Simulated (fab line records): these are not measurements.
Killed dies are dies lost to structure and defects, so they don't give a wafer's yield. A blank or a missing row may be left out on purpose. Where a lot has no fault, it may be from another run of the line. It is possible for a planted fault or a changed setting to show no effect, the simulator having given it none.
What tool caused it? || flow n5Finfet || 12 lots with 36 wafers sampled at 3 steps, on a route of 1938 steps

## WHAT THE GAUGES READ, wafer by wafer
N5_BEOL_M15_RS_MEAS_54: the measuring method here is four-point-probe.
{"lot": "L427", "measured": "day 12 06:28", "on": "filmMetro-02", "M15_RS (ohm/sq)": "0.0218 0.0216 0.0216"}
{"lot": "L429", "measured": "day 12 06:47", "on": "filmMetro-02", "M15_RS (ohm/sq)": "0.0217 0.0218 0.0212"}
{"lot": "L430", "measured": "day 12 10:22", "on": "filmMetro-02", "M15_RS (ohm/sq)": "0.0220 0.0217 0.0223"}
{"lot": "L434", "measured": "day 13 15:28", "on": "filmMetro-02", "M15_RS (ohm/sq)": "0.0222 0.0213 0.0213"}
{"lot": "L435", "measured": "day 14 03:24", "on": "filmMetro-02", "M15_RS (ohm/sq)": "0.0218 0.0212 0.0215"}
{"lot": "L436", "measured": "day 14 11:26", "on": "filmMetro-01", "M15_RS (ohm/sq)": "0.0218 0.0211 0.0216"}
{"lot": "L439", "measured": "day 15 01:49", "on": "filmMetro-02", "M15_RS (ohm/sq)": "0.0220 0.0222 0.0217"}
{"lot": "L440", "measured": "day 15 08:44", "on": "filmMetro-01", "M15_RS (ohm/sq)": "0.0221 0.0219 0.0218"}
{"lot": "L442", "measured": "day 15 20:07", "on": "filmMetro-01", "M15_RS (ohm/sq)": "0.0216 0.0214 0.0216"}
{"lot": "L441", "measured": "day 16 20:12", "on": "filmMetro-01", "M15_RS (ohm/sq)": "0.0218 0.0221 0.0213"}
{"lot": "L447", "measured": "day 17 07:04", "on": "filmMetro-02", "M15_RS (ohm/sq)": "0.0218 0.0212 0.0209"}
{"lot": "L450", "measured": "day 18 16:34", "on": "filmMetro-01", "M15_RS (ohm/sq)": "0.0213 0.0216 0.0222"}

N5_MIM_TOP_LITHO_OVL_MEAS_11.
{"lot": "L427", "measured": "day 12 11:59", "on": "overlay-02", "MIM_TOP_OVL (nm)": "-9 -7 -5"}
{"lot": "L429", "measured": "day 12 12:11", "on": "overlay-02", "MIM_TOP_OVL (nm)": "0 -4 3"}
{"lot": "L430", "measured": "day 12 13:04", "on": "overlay-01", "MIM_TOP_OVL (nm)": "5 -3 5"}
{"lot": "L434", "measured": "day 13 19:23", "on": "overlay-01", "MIM_TOP_OVL (nm)": "4 -7 -1"}
{"lot": "L435", "measured": "day 14 07:22", "on": "overlay-02", "MIM_TOP_OVL (nm)": "-3 4 5"}
{"lot": "L436", "measured": "day 14 14:38", "on": "overlay-01", "MIM_TOP_OVL (nm)": "6 -7 8"}
{"lot": "L439", "measured": "day 15 06:19", "on": "overlay-01", "MIM_TOP_OVL (nm)": "2 8 2"}
{"lot": "L440", "measured": "day 15 12:12", "on": "overlay-01", "MIM_TOP_OVL (nm)": "2 1 -1"}
{"lot": "L442", "measured": "day 16 00:39", "on": "overlay-02", "MIM_TOP_OVL (nm)": "-7 4 -9"}
{"lot": "L441", "measured": "day 17 00:56", "on": "overlay-01", "MIM_TOP_OVL (nm)": "-1 -5 -1"}
{"lot": "L447", "measured": "day 17 10:51", "on": "overlay-01", "MIM_TOP_OVL (nm)": "4 5 -2"}
{"lot": "L450", "measured": "day 18 20:48", "on": "overlay-01", "MIM_TOP_OVL (nm)": "0 15 9"}

N5_MIM_BOT_LITHO_OVL_MEAS_11.
{"lot": "L427", "measured": "day 12 12:44", "on": "overlay-01", "MIM_BOT_OVL (nm)": "-3 -8 0"}
{"lot": "L429", "measured": "day 12 13:03", "on": "overlay-01", "MIM_BOT_OVL (nm)": "2 -1 3"}
{"lot": "L430", "measured": "day 12 13:57", "on": "overlay-02", "MIM_BOT_OVL (nm)": "6 -4 2"}
{"lot": "L434", "measured": "day 13 20:27", "on": "overlay-01", "MIM_BOT_OVL (nm)": "-2 -3 -8"}
{"lot": "L435", "measured": "day 14 08:11", "on": "overlay-01", "MIM_BOT_OVL (nm)": "-5 -1 -6"}
{"lot": "L436", "measured": "day 14 15:28", "on": "overlay-02", "MIM_BOT_OVL (nm)": "-9 2 -11"}
{"lot": "L439", "measured": "day 15 07:10", "on": "overlay-01", "MIM_BOT_OVL (nm)": "11 0 6"}
{"lot": "L440", "measured": "day 15 13:08", "on": "overlay-01", "MIM_BOT_OVL (nm)": "-10 -10 -4"}
{"lot": "L442", "measured": "day 16 01:31", "on": "overlay-01", "MIM_BOT_OVL (nm)": "0 3 -5"}
{"lot": "L441", "measured": "day 17 02:01", "on": "overlay-02", "MIM_BOT_OVL (nm)": "-6 -7 -9"}
{"lot": "L447", "measured": "day 17 11:47", "on": "overlay-02", "MIM_BOT_OVL (nm)": "-3 -5 -7"}
{"lot": "L450", "measured": "day 18 21:40", "on": "overlay-01", "MIM_BOT_OVL (nm)": "2 3 -4"}

## TOOL THAT RAN EACH LOT (tool first, then ch and the chambers of the sampled wafers, then the start)
The record holds no process step before these readings.

## WHAT THE TOOLS THEMSELVES READ (means of the sampled wafers that have a number; where no wafer has one, the mark that the record gives instead)
The record holds no such reading with a usual standard deviation.

## THE ANSWER, worked out from the rows above alone
Rule: usual is defined by the lots themselves. Put in order of their means at a reading, lots are off if they are a third of the lots or fewer, leave a main group of 4 or more, and stand apart from it by a gap of 3 or more times the standard deviation of the main group's means; of several such gaps the widest counts. The tables above print the reading to a certain number of digits; a main group whose means all agree to those digits is not used. Also off: a lot with no number at a reading for which 4 or more lots have one. The other lots that the step has rows for count as sound. Order of review: gauges by route order, followed by the tools' own readings, for which a lot's mean as printed above is used. At the first step where some lot is off, the reading lying furthest off is the one used; lots without a number count as furthest.
Across all readings shown, no lot is off: no conclusion can be drawn from this.

## WHAT HAD BEEN PUT IN BY THE SIMULATOR
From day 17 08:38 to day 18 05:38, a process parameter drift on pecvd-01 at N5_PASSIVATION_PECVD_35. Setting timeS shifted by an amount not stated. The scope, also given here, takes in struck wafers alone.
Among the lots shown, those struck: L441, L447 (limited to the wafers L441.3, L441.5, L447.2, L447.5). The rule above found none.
